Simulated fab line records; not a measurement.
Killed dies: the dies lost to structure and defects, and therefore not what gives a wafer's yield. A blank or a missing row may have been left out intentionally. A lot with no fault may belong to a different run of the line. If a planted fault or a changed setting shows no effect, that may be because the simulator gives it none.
What tool caused it? || flow n5_finfet || 27 wafers from 9 lots sampled at 5 of the route's 1938 steps

## WHAT THE GAUGES READ, wafer by wafer
N5_HKMG_FIN_OVL_MEAS_50. Usual: NDIPOLE_OVL -0.1 nm, standard deviation 0.67.
{"lot": "L255", "measured": "day 4 02:05", "on": "overlay-01", "NDIPOLE_OVL (nm)": "0.8 0.0 -0.8", "flag": ""}
{"lot": "L256", "measured": "day 4 08:37", "on": "overlay-02", "NDIPOLE_OVL (nm)": "-0.8 -0.2 -0.7", "flag": ""}
{"lot": "L257", "measured": "day 4 12:43", "on": "overlay-02", "NDIPOLE_OVL (nm)": "-0.5 0.4 -0.2", "flag": ""}
{"lot": "L265", "measured": "day 6 11:35", "on": "overlay-01", "NDIPOLE_OVL (nm)": "-0.1 0.6 -0.4", "flag": ""}
{"lot": "L266", "measured": "day 6 19:04", "on": "overlay-02", "NDIPOLE_OVL (nm)": "0.7 0.6 0.8", "flag": ""}
{"lot": "L275", "measured": "day 9 04:41", "on": "overlay-02", "NDIPOLE_OVL (nm)": "-0.7 0.1 -0.8", "flag": ""}
{"lot": "L276", "measured": "day 9 14:37", "on": "overlay-01", "NDIPOLE_OVL (nm)": "-0.3 -0.5 0.0", "flag": ""}
{"lot": "L278", "measured": "day 10 02:04", "on": "overlay-01", "NDIPOLE_OVL (nm)": "-0.6 -2.2 -1.4", "flag": ""}
{"lot": "L277", "measured": "day 10 05:16", "on": "overlay-01", "NDIPOLE_OVL (nm)": "0.7 0.3 -0.1", "flag": ""}

N5_BEOL_M4_RC_MEAS_101. Usual: DIBL_N 36.0 mV/V, standard deviation 1.9; DIBL_P 36.0 mV/V, standard deviation 2.1; IOFF_N 0.155 nA/um, standard deviation 0.029; IOFF_P 0.20 nA/um, standard deviation 0.032; ION_N 672 uA/um, standard deviation 11; ION_P 461 uA/um, standard deviation 6.9; SS_N 71.5 mV/dec, standard deviation 0.58; SS_P 73.2 mV/dec, standard deviation 0.64; VT_N 250.4 mV, standard deviation 2.9; VT_P -251.0 mV, standard deviation 2.8.
{"lot": "L255", "measured": "day 8 12:22", "on": "prober-02", "DIBL_N (mV/V)": "34.5 35.0 35.1", "DIBL_P (mV/V)": "33.8 35.0 34.7", "IOFF_N (nA/um)": "0.124 0.131 0.136", "IOFF_P (nA/um)": "0.16 0.17 0.16", "ION_N (uA/um)": "676 659 661", "ION_P (uA/um)": "455 446 451", "SS_N (mV/dec)": "70.4 71.1 70.7", "SS_P (mV/dec)": "72.2 72.5 72.9", "VT_N (mV)": "254.2 253.3 251.9", "VT_P (mV)": "-256.0 -252.8 -257.8", "flag": ""}
{"lot": "L256", "measured": "day 8 17:25", "on": "prober-02", "DIBL_N (mV/V)": "36.5 34.5 34.4", "DIBL_P (mV/V)": "35.3 33.6 33.3", "IOFF_N (nA/um)": "0.129 0.114 0.112", "IOFF_P (nA/um)": "0.19 0.18 0.17", "ION_N (uA/um)": "654 672 666", "ION_P (uA/um)": "452 470 462", "SS_N (mV/dec)": "71.4 71.0 70.8", "SS_P (mV/dec)": "73.9 72.9 72.3", "VT_N (mV)": "254.5 254.6 254.9", "VT_P (mV)": "-251.4 -251.4 -253.8", "flag": ""}
{"lot": "L257", "measured": "day 8 19:13", "on": "prober-01", "DIBL_N (mV/V)": "34.9 35.2 36.4", "DIBL_P (mV/V)": "34.6 35.3 35.9", "IOFF_N (nA/um)": "0.145 0.160 0.168", "IOFF_P (nA/um)": "0.22 0.22 0.22", "ION_N (uA/um)": "661 670 669", "ION_P (uA/um)": "457 462 460", "SS_N (mV/dec)": "71.4 71.6 72.3", "SS_P (mV/dec)": "72.4 73.1 72.6", "VT_N (mV)": "249.4 245.6 247.4", "VT_P (mV)": "-248.6 -248.3 -250.0", "flag": ""}
{"lot": "L265", "measured": "day 11 04:49", "on": "prober-02", "DIBL_N (mV/V)": "35.7 34.8 34.3", "DIBL_P (mV/V)": "35.9 34.8 34.2", "IOFF_N (nA/um)": "0.173 0.153 0.141", "IOFF_P (nA/um)": "0.23 0.21 0.20", "ION_N (uA/um)": "681 678 672", "ION_P (uA/um)": "468 468 459", "SS_N (mV/dec)": "71.2 71.3 71.2", "SS_P (mV/dec)": "73.4 72.5 72.7", "VT_N (mV)": "248.8 247.4 250.3", "VT_P (mV)": "-248.8 -249.8 -248.4", "flag": ""}
{"lot": "L266", "measured": "day 10 21:57", "on": "prober-01", "DIBL_N (mV/V)": "35.8 37.6 35.3", "DIBL_P (mV/V)": "35.0 36.7 34.6", "IOFF_N (nA/um)": "0.152 0.178 0.133", "IOFF_P (nA/um)": "0.21 0.23 0.19", "ION_N (uA/um)": "677 681 656", "ION_P (uA/um)": "466 469 457", "SS_N (mV/dec)": "71.8 71.6 71.6", "SS_P (mV/dec)": "72.4 73.5 72.4", "VT_N (mV)": "249.8 250.2 254.5", "VT_P (mV)": "-250.9 -250.5 -252.2", "flag": ""}
{"lot": "L275", "measured": "day 13 15:59", "on": "prober-02", "DIBL_N (mV/V)": "38.0 36.2 38.5", "DIBL_P (mV/V)": "36.8 35.3 37.9", "IOFF_N (nA/um)": "0.169 0.148 0.187", "IOFF_P (nA/um)": "0.22 0.20 0.23", "ION_N (uA/um)": "676 673 679", "ION_P (uA/um)": "469 462 460", "SS_N (mV/dec)": "72.0 70.9 71.9", "SS_P (mV/dec)": "73.9 73.6 74.0", "VT_N (mV)": "249.1 250.4 246.4", "VT_P (mV)": "-247.3 -249.4 -247.4", "flag": ""}
{"lot": "L276", "measured": "day 14 00:02", "on": "prober-02", "DIBL_N (mV/V)": "33.6 32.7 34.6", "DIBL_P (mV/V)": "33.1 32.2 33.9", "IOFF_N (nA/um)": "0.130 0.124 0.132", "IOFF_P (nA/um)": "0.18 0.17 0.19", "ION_N (uA/um)": "675 673 656", "ION_P (uA/um)": "467 464 457", "SS_N (mV/dec)": "71.5 70.7 70.9", "SS_P (mV/dec)": "72.1 72.4 72.7", "VT_N (mV)": "250.5 255.6 253.0", "VT_P (mV)": "-250.3 -251.7 -251.1", "flag": ""}
{"lot": "L278", "measured": "day 13 23:31", "on": "prober-01", "DIBL_N (mV/V)": "37.5 35.8 38.0", "DIBL_P (mV/V)": "36.0 34.7 36.4", "IOFF_N (nA/um)": "0.179 0.147 0.173", "IOFF_P (nA/um)": "0.23 0.20 0.24", "ION_N (uA/um)": "672 678 657", "ION_P (uA/um)": "465 460 450", "SS_N (mV/dec)": "71.6 71.1 71.5", "SS_P (mV/dec)": "73.9 72.9 73.8", "VT_N (mV)": "248.6 251.6 248.6", "VT_P (mV)": "-246.8 -250.3 -252.1", "flag": ""}
{"lot": "L277", "measured": "day 14 01:47", "on": "prober-01", "DIBL_N (mV/V)": "34.4 33.3 32.8", "DIBL_P (mV/V)": "35.1 33.1 33.0", "IOFF_N (nA/um)": "0.149 0.118 0.119", "IOFF_P (nA/um)": "0.19 0.15 0.16", "ION_N (uA/um)": "682 661 674", "ION_P (uA/um)": "466 450 462", "SS_N (mV/dec)": "71.6 71.0 70.4", "SS_P (mV/dec)": "73.0 72.6 72.9", "VT_N (mV)": "252.9 255.5 251.2", "VT_P (mV)": "-249.1 -255.7 -253.9", "flag": ""}

## WHAT TOOL EACH LOT RAN ON (gives the tool, then ch and the chambers of the sampled wafers, and finally the start)
{"lot": "L255", "N5_SDB_CUT_ETCH_26": "rie_si-04 ch 1,2,3, day 3 21:07", "N5_HKMG_FIN_HK_ALD_01": "ald_hk-03 ch 0,1,3, day 4 01:02", "N5_HKMG_FIN_HK_ANNEAL_02": "rtp_anneal-02 ch 0, day 4 01:23"}
{"lot": "L256", "N5_SDB_CUT_ETCH_26": "rie_si-06 ch 1,2, day 4 03:27", "N5_HKMG_FIN_HK_ALD_01": "ald_hk-01 ch 1,3, day 4 07:29", "N5_HKMG_FIN_HK_ANNEAL_02": "rtp_anneal-01 ch 0, day 4 07:51"}
{"lot": "L257", "N5_SDB_CUT_ETCH_26": "rie_si-04 ch 0,1,3, day 4 07:55", "N5_HKMG_FIN_HK_ALD_01": "ald_hk-03 ch 0,1,3, day 4 11:45", "N5_HKMG_FIN_HK_ANNEAL_02": "rtp_anneal-02 ch 0, day 4 11:58"}
{"lot": "L265", "N5_SDB_CUT_ETCH_26": "rie_si-02 ch 2,3, day 6 06:41", "N5_HKMG_FIN_HK_ALD_01": "ald_hk-01 ch 0,2, day 6 10:37", "N5_HKMG_FIN_HK_ANNEAL_02": "rtp_anneal-02 ch 0, day 6 10:50"}
{"lot": "L266", "N5_SDB_CUT_ETCH_26": "rie_si-02 ch 2,3, day 6 14:16", "N5_HKMG_FIN_HK_ALD_01": "ald_hk-03 ch 0,2, day 6 18:06", "N5_HKMG_FIN_HK_ANNEAL_02": "rtp_anneal-02 ch 0, day 6 18:17"}
{"lot": "L275", "N5_SDB_CUT_ETCH_26": "rie_si-06 ch 0,2, day 8 23:35", "N5_HKMG_FIN_HK_ALD_01": "ald_hk-03 ch 1,2,3, day 9 03:42", "N5_HKMG_FIN_HK_ANNEAL_02": "rtp_anneal-01 ch 0, day 9 03:53"}
{"lot": "L276", "N5_SDB_CUT_ETCH_26": "rie_si-02 ch 0,1,3, day 9 09:04", "N5_HKMG_FIN_HK_ALD_01": "ald_hk-02 ch 0,1,3, day 9 13:46", "N5_HKMG_FIN_HK_ANNEAL_02": "rtp_anneal-02 ch 0, day 9 13:58"}
{"lot": "L278", "N5_SDB_CUT_ETCH_26": "rie_si-02 ch 1,2,3, day 9 21:14", "N5_HKMG_FIN_HK_ALD_01": "ald_hk-03 ch 1,2, day 10 01:06", "N5_HKMG_FIN_HK_ANNEAL_02": "rtp_anneal-01 ch 0, day 10 01:19"}
{"lot": "L277", "N5_SDB_CUT_ETCH_26": "rie_si-04 ch 0,1,3, day 10 00:34", "N5_HKMG_FIN_HK_ALD_01": "ald_hk-02 ch 0,1,3, day 10 04:25", "N5_HKMG_FIN_HK_ANNEAL_02": "rtp_anneal-02 ch 0, day 10 04:37"}
- N5_SDB_CUT_ETCH_26: etches Si in HBr/Cl2/O2, target depth 129.6 nm, bt time 20 s, time 51.8 s.
- N5_HKMG_FIN_HK_ALD_01: deposits HfO2, target thk 1.6 nm, pulse time 3 s, purge time 3 s.
- N5_HKMG_FIN_HK_ANNEAL_02: time 30 s.

## WHAT THE TOOLS THEMSELVES READ (means of the sampled wafers that have a number; where no wafer has one, the mark that the record gives instead)
N5_SDB_CUT_ETCH_26. Usual: drypump_motor_current_A 5.6 A, standard deviation 0.31; oes_product_au 0.999 a.u., standard deviation 0.014; throttle_valve_pct 37.25 %, standard deviation 0.3.
{"lot": "L255", "tool": "rie_si-04", "drypump_motor_current_A (A)": 5.6, "oes_product_au (a.u.)": 1.010, "throttle_valve_pct (%)": 37.16, "flag": ""}
{"lot": "L256", "tool": "rie_si-06", "drypump_motor_current_A (A)": 5.5, "oes_product_au (a.u.)": 1.004, "throttle_valve_pct (%)": 37.06, "flag": ""}
{"lot": "L257", "tool": "rie_si-04", "drypump_motor_current_A (A)": 5.5, "oes_product_au (a.u.)": 1.009, "throttle_valve_pct (%)": 37.27, "flag": ""}
{"lot": "L265", "tool": "rie_si-02", "drypump_motor_current_A (A)": 5.7, "oes_product_au (a.u.)": 0.981, "throttle_valve_pct (%)": 37.55, "flag": ""}
{"lot": "L266", "tool": "rie_si-02", "drypump_motor_current_A (A)": 5.5, "oes_product_au (a.u.)": 0.984, "throttle_valve_pct (%)": 37.53, "flag": ""}
{"lot": "L275", "tool": "rie_si-06", "drypump_motor_current_A (A)": 5.5, "oes_product_au (a.u.)": 0.990, "throttle_valve_pct (%)": 36.86, "flag": ""}
{"lot": "L276", "tool": "rie_si-02", "drypump_motor_current_A (A)": 5.4, "oes_product_au (a.u.)": 0.999, "throttle_valve_pct (%)": 37.35, "flag": ""}
{"lot": "L278", "tool": "rie_si-02", "drypump_motor_current_A (A)": 5.4, "oes_product_au (a.u.)": 0.986, "throttle_valve_pct (%)": 37.46, "flag": ""}
{"lot": "L277", "tool": "rie_si-04", "drypump_motor_current_A (A)": 5.5, "oes_product_au (a.u.)": 1.007, "throttle_valve_pct (%)": 37.27, "flag": ""}

N5_HKMG_FIN_HK_ALD_01. Usual: 0.999 for precursor_pulse_height_rel, sd 0.022.
{"lot": "L255", "tool": "ald_hk-03", "precursor_pulse_height_rel": 0.991, "flag": ""}
{"lot": "L256", "tool": "ald_hk-01", "precursor_pulse_height_rel": 1.008, "flag": ""}
{"lot": "L257", "tool": "ald_hk-03", "precursor_pulse_height_rel": 1.016, "flag": ""}
{"lot": "L265", "tool": "ald_hk-01", "precursor_pulse_height_rel": 1.009, "flag": ""}
{"lot": "L266", "tool": "ald_hk-03", "precursor_pulse_height_rel": 0.986, "flag": ""}
{"lot": "L275", "tool": "ald_hk-03", "precursor_pulse_height_rel": 0.984, "flag": ""}
{"lot": "L276", "tool": "ald_hk-02", "precursor_pulse_height_rel": 0.983, "flag": ""}
{"lot": "L278", "tool": "ald_hk-03", "precursor_pulse_height_rel": 1.003, "flag": ""}
{"lot": "L277", "tool": "ald_hk-02", "precursor_pulse_height_rel": 0.987, "flag": ""}

N5_HKMG_FIN_HK_ANNEAL_02. Usual: lamp_power_pct 8.81 %, standard deviation 0.054; lamp_zone_1_pct 8.798 %, standard deviation 0.011; lamp_zone_2_pct 8.798 %, standard deviation 0.011; lamp_zone_3_pct 8.799 %, standard deviation 0.013; lamp_zone_4_pct 8.794 %, standard deviation 0.012; lamp_zone_5_pct 8.797 %, standard deviation 0.011; lamp_zone_6_pct 8.725 %, standard deviation 0.012; lamp_zone_7_pct 9.194 %, standard deviation 0.011; wafer_temp_C_max 702.9, standard deviation 0.65.
{"lot": "L255", "tool": "rtp_anneal-02", "lamp_power_pct (%)": 8.76, "lamp_zone_1_pct (%)": 8.793, "lamp_zone_2_pct (%)": 8.791, "lamp_zone_3_pct (%)": 8.805, "lamp_zone_4_pct (%)": 8.784, "lamp_zone_5_pct (%)": 8.808, "lamp_zone_6_pct (%)": 8.734, "lamp_zone_7_pct (%)": 9.193, "wafer_temp_C_max": 702.5, "flag": ""}
{"lot": "L256", "tool": "rtp_anneal-01", "lamp_power_pct (%)": 8.79, "lamp_zone_1_pct (%)": 8.811, "lamp_zone_2_pct (%)": 8.800, "lamp_zone_3_pct (%)": 8.787, "lamp_zone_4_pct (%)": 8.791, "lamp_zone_5_pct (%)": 8.798, "lamp_zone_6_pct (%)": 8.724, "lamp_zone_7_pct (%)": 9.187, "wafer_temp_C_max": 702.4, "flag": ""}
{"lot": "L257", "tool": "rtp_anneal-02", "lamp_power_pct (%)": 8.81, "lamp_zone_1_pct (%)": 8.795, "lamp_zone_2_pct (%)": 8.801, "lamp_zone_3_pct (%)": 8.796, "lamp_zone_4_pct (%)": 8.794, "lamp_zone_5_pct (%)": 8.802, "lamp_zone_6_pct (%)": 8.740, "lamp_zone_7_pct (%)": 9.195, "wafer_temp_C_max": 702.6, "flag": ""}
{"lot": "L265", "tool": "rtp_anneal-02", "lamp_power_pct (%)": 9.29, "lamp_zone_1_pct (%)": 9.240, "lamp_zone_2_pct (%)": 9.227, "lamp_zone_3_pct (%)": 9.226, "lamp_zone_4_pct (%)": 9.230, "lamp_zone_5_pct (%)": 9.231, "lamp_zone_6_pct (%)": 9.152, "lamp_zone_7_pct (%)": 9.649, "wafer_temp_C_max": 702.4, "flag": "OFF"}
{"lot": "L266", "tool": "rtp_anneal-02", "lamp_power_pct (%)": 9.22, "lamp_zone_1_pct (%)": 9.232, "lamp_zone_2_pct (%)": 9.233, "lamp_zone_3_pct (%)": 9.234, "lamp_zone_4_pct (%)": 9.236, "lamp_zone_5_pct (%)": 9.237, "lamp_zone_6_pct (%)": 9.151, "lamp_zone_7_pct (%)": 9.650, "wafer_temp_C_max": 702.5, "flag": "OFF"}
{"lot": "L275", "tool": "rtp_anneal-01", "lamp_power_pct (%)": 8.76, "lamp_zone_1_pct (%)": 8.803, "lamp_zone_2_pct (%)": 8.800, "lamp_zone_3_pct (%)": 8.801, "lamp_zone_4_pct (%)": 8.784, "lamp_zone_5_pct (%)": 8.791, "lamp_zone_6_pct (%)": 8.725, "lamp_zone_7_pct (%)": 9.186, "wafer_temp_C_max": 703.2, "flag": ""}
{"lot": "L276", "tool": "rtp_anneal-02", "lamp_power_pct (%)": 8.80, "lamp_zone_1_pct (%)": 8.793, "lamp_zone_2_pct (%)": 8.790, "lamp_zone_3_pct (%)": 8.807, "lamp_zone_4_pct (%)": 8.793, "lamp_zone_5_pct (%)": 8.795, "lamp_zone_6_pct (%)": 8.731, "lamp_zone_7_pct (%)": 9.195, "wafer_temp_C_max": 702.8, "flag": ""}
{"lot": "L278", "tool": "rtp_anneal-01", "lamp_power_pct (%)": 8.82, "lamp_zone_1_pct (%)": 8.791, "lamp_zone_2_pct (%)": 8.802, "lamp_zone_3_pct (%)": 8.791, "lamp_zone_4_pct (%)": 8.799, "lamp_zone_5_pct (%)": 8.796, "lamp_zone_6_pct (%)": 8.734, "lamp_zone_7_pct (%)": 9.187, "wafer_temp_C_max": 702.6, "flag": ""}
{"lot": "L277", "tool": "rtp_anneal-02", "lamp_power_pct (%)": 8.81, "lamp_zone_1_pct (%)": 8.794, "lamp_zone_2_pct (%)": 8.805, "lamp_zone_3_pct (%)": 8.803, "lamp_zone_4_pct (%)": 8.807, "lamp_zone_5_pct (%)": 8.799, "lamp_zone_6_pct (%)": 8.719, "lamp_zone_7_pct (%)": 9.192, "wafer_temp_C_max": 703.6, "flag": ""}

## THE ANSWER, worked out from the rows above alone
Rule: a lot is off if the mean of its wafers that have a number lies more than 3 standard deviations from the usual mean. Also off: a lot with no number at a reading for which 4 or more lots have one. Any other lot the step has rows for is counted as sound. The gauges are gone through in route order, then the tools' own readings, and for those a lot's mean is taken as printed above. At the first step where some lot is off, the reading lying furthest off is the one used; lots without a number count as furthest.
Off: L265, L266, at N5_HKMG_FIN_HK_ANNEAL_02 (lamp_zone_7_pct).
If a tool, at that step or one of the process steps before it, ran each lot that is off and ran no sound lot following the first of them, it fits. None of those tried fits.

## WHAT THE SIMULATOR HAD PUT IN
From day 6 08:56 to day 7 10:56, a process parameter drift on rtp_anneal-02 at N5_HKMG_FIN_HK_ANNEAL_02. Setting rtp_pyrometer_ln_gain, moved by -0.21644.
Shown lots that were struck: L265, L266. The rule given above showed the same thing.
